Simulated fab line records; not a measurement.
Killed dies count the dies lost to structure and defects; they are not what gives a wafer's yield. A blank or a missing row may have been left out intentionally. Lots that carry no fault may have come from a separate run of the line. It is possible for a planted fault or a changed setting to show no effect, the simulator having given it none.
Comparing a struck lot with a sound one / flow n5-finfet / 16 out of 1938 route steps
Sound: wafers L306.3, L306.4, L306.5. Struck: wafer L305.6; the same lot's L305.4 was not struck, so it is left out; see the end for the cause.
Order at every step that has rows: each side's tool, ch and its chambers, its first start. Under that, the readings that differ: sound wafers / struck wafers / difference of the means / sigmas: that difference in standard deviations of wafers without a fault.
alike: readings whose means differ by less than 2 such deviations, and words and numbers that are the same on both sides. not compared: withheld readings, readings that some wafer has no value for, bounds like >300 that may hide the same value, and numbers for which the record gives no deviation and whose values overlap.
The two part at a step that has a row with sigmas, a row that says differs or no value, or rows on one side only. Numbers that don't overlap but have no deviation are shown without sigmas and don't part them. Lack of a reading on every wafer of one side parts them only where that side has two or more wafers.

first, 8 steps without rows for these wafers: N5_BEOL_M15_COAT_58 (time 60 s, resist thk 89 nm); N5_BEOL_M15_COAT_04 (resist thk 800 nm); N5_BEOL_M15_EBR_06; N5_BEOL_M15_SOFTBAKE_05 (time 60 s); N5_BEOL_M15_EXPOSE_07 (exposes mask V14); N5_BEOL_M15_PEB_08 (peb time 90 s); N5_BEOL_M15_DEVELOP_09 (develop time 45 s); N5_BEOL_M15_HARDBAKE_14 (time 120 s).
N5_BEOL_M15_CD_MEAS_10 targets a cd of 360 nm.
  sound on cd-sem-02 ch 0, day 15 22:44; struck on cd-sem-02 ch 0, day 15 09:53
  alike: cd-nm
N5_BEOL_M15_OVL_MEAS_11:
  sound on overlay-02 ch 0, day 15 22:45; struck on overlay-02 ch 0, day 15 09:55
  alike: V14_OVL
N5_BEOL_M15_INSPECT_12: inspects for defects (macro).
  sound on defect-inspect-02, day 15 22:47; struck on defect-inspect-02, day 15 09:56
  alike: raw-defect-count
N5_BEOL_M15_DESCUM_15: chemistry O2, time 7.9 s.
  sound on rie-diel-05 ch 1,3, day 15 22:49; struck on rie-diel-01 ch 1, day 15 10:52
  alike: drypump-motor-current-A, oes-product-au, rf-vpp-V, showerhead-plenum-p-Torr, throttle-valve-pct
  not compared: rf-hours-counter-h
N5_BEOL_M15_ETCH_59: etches BARC in N2/H2, target depth 89 nm, overetch 26.7 nm, time 67.9 s.
  sound on rie-diel-05 ch 1,3, day 15 22:51; struck on rie-diel-01 ch 1, day 15 10:55
reading=rf-vpp-V (V); sound=521.7 523.4 524.5; struck=526.7; difference=+3.5; sigmas=+2
reading=model.coat_of_BEOL_M15_COAT_04.thk-nm (nm); sound=718.6 720.4 720; struck=735.2; difference=+15.5; sigmas=
reading=model.etch.depth-nm (nm); sound=88.99 89.02 89.14; struck=79.45; difference=-9.60; sigmas=
  alike: drypump-motor-current-A, oes-product-au, showerhead-plenum-p-Torr, throttle-valve-pct
  not compared: rf-hours-counter-h
N5_BEOL_M15_VIA_ETCH_16: etches SiO2 in C4F8/O2/Ar, target depth 1792.2 nm.
  sound on rie-diel-05 ch 1,3, day 15 22:54; struck on rie-diel-01 ch 1, day 15 11:04
reading=drypump-motor-current-A (A); sound=5.3 5.5 5.3; struck=6.0; difference=+0.6; sigmas=+2
reading=model.coat_of_BEOL_M15_COAT_04.thk-nm (nm); sound=324.6 325.4 324.8; struck=345.8; difference=+20.9; sigmas=
  alike: oes_f_703_au, oes-product-au, rf-vpp-V, showerhead-plenum-p-Torr, throttle-valve-pct
N5_BEOL_M15_STRIP_63: strips in O2.
  sound on rie-diel-05 ch 1,3; struck on rie-diel-01 ch 1
  alike: drypump-motor-current-A, oes-product-au, rf-vpp-V, showerhead-plenum-p-Torr, throttle-valve-pct
  not compared: rf-hours-counter-h
then, 1 step without rows for these wafers: N5_PASSIVATION_PROBE_49.

== WHERE THEY PART ==
Last at N5_BEOL_M15_VIA_ETCH_16 as far as this record goes, first at N5_BEOL_M15_ETCH_59. Later steps at which nothing parts them and some readings are alike: N5_BEOL_M15_STRIP_63.

WHY: whatever the simulator had introduced
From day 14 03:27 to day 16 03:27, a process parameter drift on rie-diel-01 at N5_BEOL_M15_ETCH_59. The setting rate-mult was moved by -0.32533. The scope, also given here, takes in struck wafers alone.
